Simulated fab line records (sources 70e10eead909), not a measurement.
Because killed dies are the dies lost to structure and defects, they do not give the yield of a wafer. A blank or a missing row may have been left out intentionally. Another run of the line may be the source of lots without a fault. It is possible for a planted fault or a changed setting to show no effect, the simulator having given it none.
Which tool did it? :: flow nandHarc :: 6 lots with 18 wafers sampled at 5 steps, on a route of 1302 steps

== WHAT THE GAUGES SHOWED, per wafer ==
NHARC_A_ZERO_WELL_INSPECT_17.
lot: L798
measured: day 7 02:10
on: defectInspect-02
rawDefectCount: 4 3 6

lot: L800
measured: day 8 00:09
on: defectInspect-02
rawDefectCount: 11 6 7

lot: L802
measured: day 8 19:02
on: defectInspect-01
rawDefectCount: 4 6 5

lot: L816
measured: day 14 15:56
on: defectInspect-02
rawDefectCount: 15 4 7

lot: L818
measured: day 15 17:16
on: defectInspect-02
rawDefectCount: 9 5 4

lot: L820
measured: day 16 06:47
on: defectInspect-02
rawDefectCount: 3 2 1

== WHICH TOOL RAN EACH LOT (tool, then ch and the chambers of the sampled wafers, then the start) ==
lot: L798
NHARC_P_BONDPAD_DESCUM_11: rieDiel-02 ch 0,2,3, day 6 20:43
NHARC_P_BONDPAD_PRE_CLEAN_26: pvdSputter-03, day 6 22:50 or earlier
NHARC_P_BONDPAD_CMP_19: cmp-02 ch 2,3, day 6 22:50
NHARC_A_ZERO_WELL_STRIP_14: wetBench-06 ch 0,4,5, day 7 01:13

lot: L800
NHARC_P_BONDPAD_DESCUM_11: rieDiel-04 ch 0,1,3, day 7 18:51
NHARC_P_BONDPAD_PRE_CLEAN_26: pvdSputter-03, day 7 20:53 or earlier
NHARC_P_BONDPAD_CMP_19: cmp-02 ch 2,3, day 7 20:53
NHARC_A_ZERO_WELL_STRIP_14: wetBench-05 ch 3,4,7, day 7 23:12

lot: L802
NHARC_P_BONDPAD_DESCUM_11: rieDiel-12 ch 0,1, day 8 13:26
NHARC_P_BONDPAD_PRE_CLEAN_26: pvdSputter-01, day 8 15:29 or earlier
NHARC_P_BONDPAD_CMP_19: cmp-03 ch 0,1, day 8 15:29
NHARC_A_ZERO_WELL_STRIP_14: wetBench-05 ch 4,6,7, day 8 17:49

lot: L816
NHARC_P_BONDPAD_DESCUM_11: rieDiel-04 ch 1,2, day 14 10:31
NHARC_P_BONDPAD_PRE_CLEAN_26: pvdSputter-01, day 14 12:38 or earlier
NHARC_P_BONDPAD_CMP_19: cmp-03 ch 0,2, day 14 12:38
NHARC_A_ZERO_WELL_STRIP_14: wetBench-05 ch 1,3,4, day 14 14:56

lot: L818
NHARC_P_BONDPAD_DESCUM_11: rieDiel-04 ch 0,3, day 15 11:47
NHARC_P_BONDPAD_PRE_CLEAN_26: pvdSputter-02, day 15 13:50 or earlier
NHARC_P_BONDPAD_CMP_19: cmp-03 ch 0,1,3, day 15 13:50
NHARC_A_ZERO_WELL_STRIP_14: wetBench-06 ch 0,3,6, day 15 16:14

lot: L820
NHARC_P_BONDPAD_DESCUM_11: rieDiel-12 ch 0,1,3, day 16 01:03
NHARC_P_BONDPAD_PRE_CLEAN_26: pvdSputter-03, day 16 03:13 or earlier
NHARC_P_BONDPAD_CMP_19: cmp-04 ch 1,2, day 16 03:13
NHARC_A_ZERO_WELL_STRIP_14: wetBench-03 ch 0,1,3, day 16 05:41
- NHARC_P_BONDPAD_DESCUM_11: chemistry O2, time 3 s.
- NHARC_P_BONDPAD_PRE_CLEAN_26: time 30 s.
- NHARC_P_BONDPAD_CMP_19: polishes, t overpolish 30 s, cu recess touch 16 s, target thk 160.81 nm.
- NHARC_A_ZERO_WELL_STRIP_14: strips in SPM, time 900 s.

== THE ANSWER, worked out from the rows above alone ==
Rule: usual is defined by the lots themselves. Put in order of their means at a reading, lots are off if they are a third of the lots or fewer, leave a main group of 4 or more, and stand apart from it by a gap of 3 or more times the standard deviation of the main group's means; of several such gaps the widest counts. A main group is skipped when, at the precision printed for the reading in the tables above, its means are all equal. Also off: a lot with no number at a reading for which 4 or more lots have one. Any other lot the step has rows for is counted as sound.
No lot is off at any reading shown: from this, nothing can be told.

== WHAT HAD BEEN PUT IN BY THE SIMULATOR ==
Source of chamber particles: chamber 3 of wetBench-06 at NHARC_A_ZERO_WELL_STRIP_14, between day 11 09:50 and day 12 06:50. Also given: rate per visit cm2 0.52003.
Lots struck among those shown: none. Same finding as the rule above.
